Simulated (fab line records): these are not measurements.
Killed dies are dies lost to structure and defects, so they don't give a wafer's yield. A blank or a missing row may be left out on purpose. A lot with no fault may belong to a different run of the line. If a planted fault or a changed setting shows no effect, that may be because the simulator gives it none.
Chamber matching / flow nand_harc / NHARC_P_ZERO_WELL_ETCH_65 on rie_diel-11: 4 sister chambers
The step etches the open film in N2/H2, target depth 80 nm, overetch 24 nm, time 87.88 s. 4 wafers are shown with their chamber, then 10 later ones without.

## EACH WAFER AND ITS CHAMBER
wafer=L090.1; chamber=3; drypump_motor_current_A (A)=5.1
wafer=L091.2; chamber=0; drypump_motor_current_A (A)=5.5
wafer=L092.1; chamber=1; drypump_motor_current_A (A)=6.2
wafer=L092.2; chamber=2; drypump_motor_current_A (A)=5.6

## WAFERS WITH NO CHAMBER GIVEN
wafer=L092.5; drypump_motor_current_A (A)=6.2
wafer=L093.1; drypump_motor_current_A (A)=6.2
wafer=L093.2; drypump_motor_current_A (A)=5.2
wafer=L093.5; drypump_motor_current_A (A)=5.5
wafer=L096.1; drypump_motor_current_A (A)=5.2
wafer=L096.3; drypump_motor_current_A (A)=5.7
wafer=L096.4; drypump_motor_current_A (A)=6.2
wafer=L097.2; drypump_motor_current_A (A)=5.7
wafer=L097.5; drypump_motor_current_A (A)=5.7
wafer=L097.6; drypump_motor_current_A (A)=5.1

## WHICH CHAMBER EACH ONE RAN IN
wafer=L092.5; from the rows above=1; in truth=1
wafer=L093.1; from the rows above=1; in truth=1
wafer=L093.2; from the rows above=3; in truth=3
wafer=L093.5; from the rows above=can't be placed: 0 or 2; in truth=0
wafer=L096.1; from the rows above=3; in truth=3
wafer=L096.3; from the rows above=can't be placed: 2 or 0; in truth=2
wafer=L096.4; from the rows above=1; in truth=1
wafer=L097.2; from the rows above=can't be placed: 2 or 0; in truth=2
wafer=L097.5; from the rows above=can't be placed: 2 or 0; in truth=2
wafer=L097.6; from the rows above=3; in truth=3
Placed correctly: 6 of 10. From these rows, 4 cannot be placed; in 4 the true chamber is one of the candidates. Wrongly placed: 0.
How it was worked out, from the rows above alone: a wafer's distance from a chamber is the root of the sum, over the readings, of the square of ((its reading less the chamber's mean) divided by the reading's scatter). If the next closest chamber is less than 2 further off than the closest, the wafer can't be placed; otherwise it belongs to the closest. A chamber's mean is the mean of its shown wafers. The scatter: root of mean squared gap, hidden wafer to nearest shown wafer, with one shown wafer a chamber.
